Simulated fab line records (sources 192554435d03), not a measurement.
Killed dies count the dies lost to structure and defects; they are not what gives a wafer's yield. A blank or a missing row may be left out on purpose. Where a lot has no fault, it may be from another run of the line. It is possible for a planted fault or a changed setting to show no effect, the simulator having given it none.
Comparing a struck lot with a sound one || flow n5_finfet || 15 out of 1938 route steps
Sound: wafers L856.1, L856.3, L856.5. Struck: wafer L870.6 (left out: L870.1, L870.3 of the same lot, which were not struck); the cause appears at the end.
Each step with rows lists, per side, the tool, then ch with its chambers, then its first start. Under that, the readings that differ: sound wafers || struck wafers || difference of the means || sigmas: that difference in standard deviations of wafers without a fault.
alike: a reading whose means differ by less than 2 such deviations, as well as words and numbers matching on both sides. not compared: withheld readings; readings where some wafer has no value; bounds like >300 that might hide an equal value; numbers whose values overlap and for which the record gives no deviation.
A row with sigmas, a row that says differs or no value, or rows on one side alone: a step with any of these is where the two part. Non-overlapping numbers with no deviation appear without sigmas and do not part them. Lack of a reading on every wafer of one side parts them only where that side has two or more wafers.

first, 7 steps without rows for these wafers: N5_BEOL_M0_SAQP_COAT_87 (time 60 s, resist thk 5 nm); N5_BEOL_M0_SAQP_COAT_34 (resist thk 30 nm); N5_BEOL_M0_SAQP_EBR_36; N5_BEOL_M0_SAQP_SOFTBAKE_35 (time 60 s); N5_BEOL_M0_SAQP_EXPOSE_37 (exposes mask M0 CUT1, target cd 30 nm); N5_BEOL_M0_SAQP_PEB_38 (peb time 60 s); N5_BEOL_M0_SAQP_DEVELOP_39 (develop time 30 s).
N5_BEOL_M0_SAQP_CD_MEAS_40: the cd target is 30 nm.
  sound on cd_sem-02 ch 0, day 7 01:46; struck on cd_sem-01 ch 0, day 10 07:47
  alike: cd_nm
N5_BEOL_M0_SAQP_OVL_MEAS_41:
  sound on overlay-01 ch 0, day 7 01:48; struck on overlay-01 ch 0, day 10 07:49
  alike: M0_CUT1_OVL
N5_BEOL_M0_SAQP_INSPECT_42: inspects for defects (brightfield).
  sound: defect_inspect-01 at day 7 01:52; struck: defect_inspect-02 at day 10 07:52
  alike: raw_defect_count
N5_BEOL_M0_SAQP_DESCUM_45: chemistry O2, time 7 s.
  sound on rie_diel-03 ch 0,1,2, day 7 01:53; struck on rie_diel-02 ch 3, day 10 07:59
  alike: drypump_motor_current_A, oes_product_au, rf_fwd_power_W, rf_vpp_V, showerhead_plenum_p_Torr, throttle_valve_pct
  not compared: rf_hours_counter_h
N5_BEOL_M0_SAQP_ETCH_88: etches underlayer in N2/H2, target depth 6.5 nm, time 5.2 s.
  sound on rie_diel-03 ch 0,1,2, day 7 01:56; struck on rie_diel-02 ch 3, day 10 08:02
{"reading": "throttle_valve_pct (%)", "sound": "17.64 17.79 17.86", "struck": 18.26, "difference": "+0.50", "sigmas": "+2"}
  alike: drypump_motor_current_A, etch_rf_on_time_s, oes_product_au, rf_fwd_power_W, rf_vpp_V, showerhead_plenum_p_Torr
  not compared: rf_hours_counter_h
N5_BEOL_M0_SAQP_ETCH_73: etches SiARC in CF4, target depth 19.5 nm, time 32.5 s.
  sound on rie_diel-03 ch 0,1,2, day 7 01:57; struck on rie_diel-02 ch 3, day 10 08:03
{"reading": "etch_rf_on_time_s (s)", "sound": "32.4 31.9 32.7", "struck": 20.6, "difference": -11.7, "sigmas": -16}
  alike: cf4_flow_sccm, drypump_motor_current_A, oes_product_au, rf_fwd_power_W, rf_vpp_V, showerhead_plenum_p_Torr, throttle_valve_pct
  not compared: rf_hours_counter_h
N5_BEOL_M0_SAQP_CUT_ETCH_46: etches SOC in N2/H2, target depth 135 nm, overetch 27 nm, time 202.5 s.
  sound on rie_diel-03 ch 0,1,2, day 7 01:59; struck on rie_diel-02 ch 3, day 10 08:05
{"reading": "throttle_valve_pct (%)", "sound": "17.60 17.74 17.82", "struck": 18.24, "difference": "+0.52", "sigmas": "+2"}
  alike: drypump_motor_current_A, rf_fwd_power_W, rf_vpp_V, showerhead_plenum_p_Torr
  not compared: rf_hours_counter_h
-- the record jumps here: 2 days lie between the struck wafers' starts before and after (it left off in module BEOL_M0_SAQP and takes up again in module BEOL_M4, whose first step shown is number 1111 of the route) --
N5_BEOL_M4_RC_MEAS_101:
  sound on prober-01 ch 0, day 9 03:13; struck on prober-02 ch 0, day 12 17:07
  alike: DIBL_N, DIBL_P, IOFF_N, IOFF_P, ION_N, ION_P, SS_N, SS_P, VT_N, VT_P

## WHERE THEY PART
At N5_BEOL_M0_SAQP_ETCH_88 first; at N5_BEOL_M0_SAQP_CUT_ETCH_46 last (within this record only). Later steps at which nothing parts them and some readings are alike: N5_BEOL_M4_RC_MEAS_101.

WHY: what the simulator had put in
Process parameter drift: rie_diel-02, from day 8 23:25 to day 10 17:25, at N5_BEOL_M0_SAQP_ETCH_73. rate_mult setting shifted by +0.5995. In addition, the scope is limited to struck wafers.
